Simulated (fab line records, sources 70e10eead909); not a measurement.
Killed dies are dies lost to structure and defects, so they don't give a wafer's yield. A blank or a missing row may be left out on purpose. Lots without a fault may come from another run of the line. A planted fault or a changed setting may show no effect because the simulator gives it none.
A struck lot beside a sound one | flow nand_harc | 28 steps out of a route of 1302
Sound: wafers L118.3, L118.5, L118.6. Struck: wafers L126.1, L126.3, L126.6. The cause comes at the end.
At each step with rows: each side's tool, then ch and its chambers, then its first start. Under that, the readings that differ: sound wafers | struck wafers | difference of the means | sigmas: that difference in standard deviations of wafers without a fault.
alike: readings whose means differ by less than 2 such deviations, and words and numbers that are the same on both sides. not compared: withheld readings, readings that some wafer has no value for, bounds like >300 that may hide the same value, and numbers for which the record gives no deviation and whose values overlap.
The two part at a step that has a row with sigmas, a row that says differs or no value, or rows on one side only. Numbers that don't overlap but have no deviation are shown without sigmas and don't part them. A reading that every wafer of one side lacks parts them only if that side has two wafers or more.

NHARC_A_CONTACT_ETCH_132: etches the open film in C4F8/O2/Ar, time 197 s, target depth 1924 nm.
  sound on har_cap_etch-02 ch 0,1, day 22 06:47; struck on har_cap_etch-01 ch 0,1, day 26 01:37
  not compared: rf_hours_counter_h
NHARC_A_CONTACT_ETCH_133: etches the open film in C4F8/O2/Ar, time 374 s, target depth 1610 nm.
  sound on har_cap_etch-02 ch 0,1, day 22 07:05; struck on har_cap_etch-01 ch 0,1, day 26 01:50
  not compared: rf_hours_counter_h
NHARC_A_CONTACT_ETCH_91: etches the open film in CH3F/O2, target depth 40 nm, time 85.7 s.
  sound on rie_diel-05 ch 1,2, day 22 07:41; struck on rie_diel-05 ch 0,1,2, day 26 02:35
  reading               | sound             | struck            | difference | sigmas
  oes_product_au (a.u.) | 1.001 0.999 1.003 | 0.941 0.931 0.936 | -0.065     | -2
  alike: bias_w, drypump_motor_current_A, mfc_ar_sccm, rf_vpp_V, showerhead_plenum_p_Torr, throttle_valve_pct
  not compared: rf_hours_counter_h
then, 1 step without rows for these wafers: NHARC_A_CONTACT_ETCH_97 (etches the open film in C4F6/O2, target depth 20 nm, time 10 s).
NHARC_A_CONTACT_CD_MEAS_80:
  sound on cd_sem-01, day 22 07:56; struck on cd_sem-01, day 26 02:49
  alike: cd_nm
then, 4 steps without rows for these wafers: NHARC_A_CONTACT_STRIP_103 (strips in N2/H2); NHARC_A_CONTACT_STRIP_104 (strips in CF4/CHF3); NHARC_A_CONTACT_STRIP_105 (strips in O2/COS); NHARC_A_CONTACT_ETCH_106 (etches the open film in CF4/O2, target depth 90 nm, overetch 9 nm, time 49.5 s).
NHARC_A_CONTACT_STRIP_82: strips in O2.
  sound on rie_diel-01 ch 0,2,3; struck on rie_diel-04 ch 0,3
  alike: drypump_motor_current_A, mfc_ar_sccm, oes_product_au, rf_vpp_V, showerhead_plenum_p_Torr, throttle_valve_pct
  not compared: rf_hours_counter_h
then, 1 step without rows for these wafers: NHARC_A_CONTACT_STRIP_83 (strips in post etch residue remover, time 600 s).
NHARC_A_CONTACT_DEP_84: deposits aC, target thk 2800 nm.
  sound on acl_dep-02 ch 0, day 22 11:37; struck on acl_dep-01 ch 0, day 26 04:02
  alike: throttle_valve_pct
NHARC_A_CONTACT_DEP_85: deposits SiON, target thk 60 nm.
  sound on pecvd-02 ch 1,2, day 22 12:49; struck on pecvd-02 ch 1,2, day 26 05:47
  alike: heater_power_w
then, 10 steps without rows for these wafers: NHARC_A_CONTACT_DEHYDRATE_00 (time 120 s); NHARC_A_CONTACT_HMDS_01 (time 30 s); NHARC_A_CONTACT_COAT_86 (time 75 s); NHARC_A_CONTACT_COAT_87 (time 65 s); NHARC_A_CONTACT_COAT_02 (resist thk 90 nm); NHARC_A_CONTACT_SOFTBAKE_03 (time 55 s); NHARC_A_CONTACT_EBR_04; NHARC_A_CONTACT_EXPOSE_05 (exposes mask A CC); NHARC_A_CONTACT_PEB_06 (peb time 65 s); NHARC_A_CONTACT_DEVELOP_07 (develop time 35 s).
NHARC_A_CONTACT_CD_MEAS_08: target cd 200 nm.
  sound on cd_sem-01 ch 0, day 22 13:31; struck on cd_sem-02 ch 0, day 26 06:22
  alike: cd_nm
NHARC_A_CONTACT_OVL_MEAS_09:
  sound on overlay-01, day 22 13:36; struck on overlay-01, day 26 06:28
  alike: overlay_x_nm, overlay_y_nm
NHARC_A_CONTACT_INSPECT_10:
  sound on defect_inspect-01, day 22 13:38; struck on defect_inspect-02, day 26 06:30
  reading          | sound      | struck      | difference | sigmas
  raw_defect_count | 96 151 107 | 514 581 570 | +437       | +14
then, 1 step without rows for these wafers: NHARC_A_CONTACT_DESCUM_13 (chemistry O2, time 3 s).
-- the record jumps here: 2 days lie between the struck wafers' starts before and after (it left off in module A_CONTACT and takes up again in module END, whose first step shown is number 1302 of the route) --
NHARC_END_SORT_01:
  the record has rows for the struck wafers here (prober-01 ch 0, day 28 07:43) and none for the sound ones

WHERE THEY PART
First at NHARC_A_CONTACT_ETCH_91; last, within this record, at NHARC_END_SORT_01.

WHY: what the simulator had put in
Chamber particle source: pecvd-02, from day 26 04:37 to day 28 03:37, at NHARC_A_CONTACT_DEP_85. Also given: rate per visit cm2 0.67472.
